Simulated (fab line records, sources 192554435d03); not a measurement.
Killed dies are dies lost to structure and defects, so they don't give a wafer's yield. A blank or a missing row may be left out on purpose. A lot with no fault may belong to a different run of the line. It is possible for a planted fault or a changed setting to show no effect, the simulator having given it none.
Chamber matching / flow n5Finfet / 4 sister chambers for N5_BEOL_M2_ETCH_63 on rieDiel-04
The step etches SiARC in CF4, target depth 15.6 nm, time 26 s. 8 wafers are shown with their chamber, then 12 later ones without.

## WAFERS, EACH WITH ITS CHAMBER
wafer=L087.5; chamber=3; drypumpMotorCurrentA (A)=5.8; throttleValvePct (%)=15.59
wafer=L088.3; chamber=0; drypumpMotorCurrentA (A)=5.0; throttleValvePct (%)=15.62
wafer=L093.1; chamber=1; drypumpMotorCurrentA (A)=5.7; throttleValvePct (%)=15.41
wafer=L093.3; chamber=2; drypumpMotorCurrentA (A)=6.8; throttleValvePct (%)=16.11
wafer=L093.5; chamber=0; drypumpMotorCurrentA (A)=4.9; throttleValvePct (%)=15.62
wafer=L094.3; chamber=1; drypumpMotorCurrentA (A)=5.7; throttleValvePct (%)=15.43
wafer=L094.5; chamber=2; drypumpMotorCurrentA (A)=6.8; throttleValvePct (%)=16.10
wafer=L094.6; chamber=3; drypumpMotorCurrentA (A)=5.8; throttleValvePct (%)=15.62

## WAFERS MISSING THEIR CHAMBER
wafer=L095.1; drypumpMotorCurrentA (A)=5.8; throttleValvePct (%)=15.62
wafer=L095.2; drypumpMotorCurrentA (A)=6.8; throttleValvePct (%)=16.11
wafer=L095.3; drypumpMotorCurrentA (A)=5.0; throttleValvePct (%)=15.64
wafer=L095.4; drypumpMotorCurrentA (A)=5.7; throttleValvePct (%)=15.44
wafer=L095.5; drypumpMotorCurrentA (A)=5.7; throttleValvePct (%)=15.44
wafer=L095.6; drypumpMotorCurrentA (A)=5.0; throttleValvePct (%)=15.63
wafer=L097.1; drypumpMotorCurrentA (A)=6.7; throttleValvePct (%)=16.09
wafer=L097.2; drypumpMotorCurrentA (A)=4.9; throttleValvePct (%)=15.63
wafer=L097.3; drypumpMotorCurrentA (A)=5.8; throttleValvePct (%)=15.65
wafer=L097.4; drypumpMotorCurrentA (A)=5.7; throttleValvePct (%)=15.43
wafer=L097.5; drypumpMotorCurrentA (A)=5.8; throttleValvePct (%)=15.65
wafer=L097.6; drypumpMotorCurrentA (A)=6.8; throttleValvePct (%)=16.11

## THE CHAMBER EACH PASSED THROUGH
wafer=L095.1; from the rows above=3; in truth=3
wafer=L095.2; from the rows above=2; in truth=2
wafer=L095.3; from the rows above=0; in truth=0
wafer=L095.4; from the rows above=1; in truth=1
wafer=L095.5; from the rows above=1; in truth=1
wafer=L095.6; from the rows above=0; in truth=0
wafer=L097.1; from the rows above=2; in truth=2
wafer=L097.2; from the rows above=0; in truth=0
wafer=L097.3; from the rows above=3; in truth=3
wafer=L097.4; from the rows above=1; in truth=1
wafer=L097.5; from the rows above=3; in truth=3
wafer=L097.6; from the rows above=2; in truth=2
Correctly placed: 12 of 12. Left unplaced by these rows: 0. Number placed wrongly: 0.
How it was worked out, from the rows above alone: a wafer's distance from a chamber is the root of the sum, over the readings, of the square of ((its reading less the chamber's mean) divided by the reading's scatter). If the next closest chamber is less than 2 further off than the closest, the wafer can't be placed; otherwise it belongs to the closest. Each chamber's mean is taken over the wafers shown for it. The scatter is the square root of a quotient: the sum, over the shown wafers, of each reading's squared deviation from its chamber's mean, divided by wafers minus chambers.
